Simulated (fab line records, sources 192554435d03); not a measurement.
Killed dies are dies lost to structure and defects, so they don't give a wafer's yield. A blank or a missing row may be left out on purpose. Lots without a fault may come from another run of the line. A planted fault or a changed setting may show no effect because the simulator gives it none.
Chamber matching | flow n5_finfet | N5_BEOL_M9_STRIP_19 on rie_diel-02: 4 sister chambers
The step strips in O2. 18 wafers are shown with their chamber, then 9 later ones without.

WAFERS WITH THEIR CHAMBER
wafer  | chamber | showerhead_plenum_p_Torr (Torr) | throttle_valve_pct (%) | drypump_motor_current_A (A)
L076.2 | 1       | 2.10                            | 16.74                  | 5.9
L076.3 | 2       | 2.11                            | 16.08                  | 5.6
L076.5 | 2       | 2.11                            | 16.09                  | 5.6
L083.1 | 1       | 2.10                            | 16.75                  | 5.9
L083.2 | 0       | 2.14                            | 16.67                  | 5.8
L083.4 | 1       | 2.10                            | 16.77                  | 5.9
L084.2 | 1       | 2.10                            | 16.78                  | 5.9
L084.3 | 0       | 2.14                            | 16.70                  | 5.8
L084.6 | 0       | 2.14                            | 16.71                  | 5.8
L086.2 | 1       | 2.10                            | 16.78                  | 5.9
L086.4 | 3       | 2.06                            | 16.62                  | 5.7
L086.6 | 1       | 2.10                            | 16.78                  | 5.9
L085.1 | 1       | 2.10                            | 16.78                  | 5.9
L085.3 | 2       | 2.11                            | 16.15                  | 5.6
L085.4 | 0       | 2.14                            | 16.70                  | 5.8
L088.1 | 0       | 2.14                            | 16.72                  | 5.8
L088.5 | 2       | 2.10                            | 16.17                  | 5.7
L088.6 | 0       | 2.14                            | 16.71                  | 5.8

SIGNATURES (means of the wafers above)
reading                  | chamber 0 | chamber 1 | chamber 2 | chamber 3 | scatter within a chamber
showerhead_plenum_p_Torr | 2.1400    | 2.1000    | 2.1075    | 2.0600    | 0.00231
throttle_valve_pct       | 16.7017   | 16.7686   | 16.1225   | 16.6200   | 0.0254
drypump_motor_current_A  | 5.800     | 5.900     | 5.625     | 5.700     | 0.0231
Rule: a wafer's distance from a chamber is the root of the sum, over the readings, of the square of ((its reading less the chamber's mean) divided by the reading's scatter). The wafer belongs to the nearest chamber; if the next one is less than 2 further off, it can't be placed. The scatter: the root of (the sum of the squares of (reading less its chamber's mean) over the shown wafers, divided by (wafers less chambers)).

WAFERS WITHOUT THEIR CHAMBER
wafer  | showerhead_plenum_p_Torr (Torr) | throttle_valve_pct (%) | drypump_motor_current_A (A)
L092.1 | 2.10                            | 16.17                  | 5.6
L092.4 | 2.10                            | 16.17                  | 5.6
L092.6 | 2.06                            | 16.63                  | 5.8
L095.4 | 2.09                            | 16.32                  | 5.9
L095.5 | 2.09                            | 16.34                  | 5.9
L095.6 | 2.13                            | 16.74                  | 5.9
L097.1 | 2.09                            | 16.34                  | 5.9
L097.4 | 2.10                            | 16.19                  | 5.6
L097.5 | 2.13                            | 16.77                  | 5.8

WHICH CHAMBER EACH WENT THROUGH
wafer  | from the rows above     | in truth
L092.1 | 2                       | 2
L092.4 | 2                       | 2
L092.6 | 3                       | 3
L095.4 | 2                       | 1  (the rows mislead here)
L095.5 | can't be placed: 2 or 1 | 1
L095.6 | 0                       | 0
L097.1 | can't be placed: 2 or 1 | 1
L097.4 | 2                       | 2
L097.5 | 0                       | 0
Placed correctly: 6 of 9. Can't be placed from these rows: 2 (the true chamber is among the candidates in 2). Placed wrongly: 1.
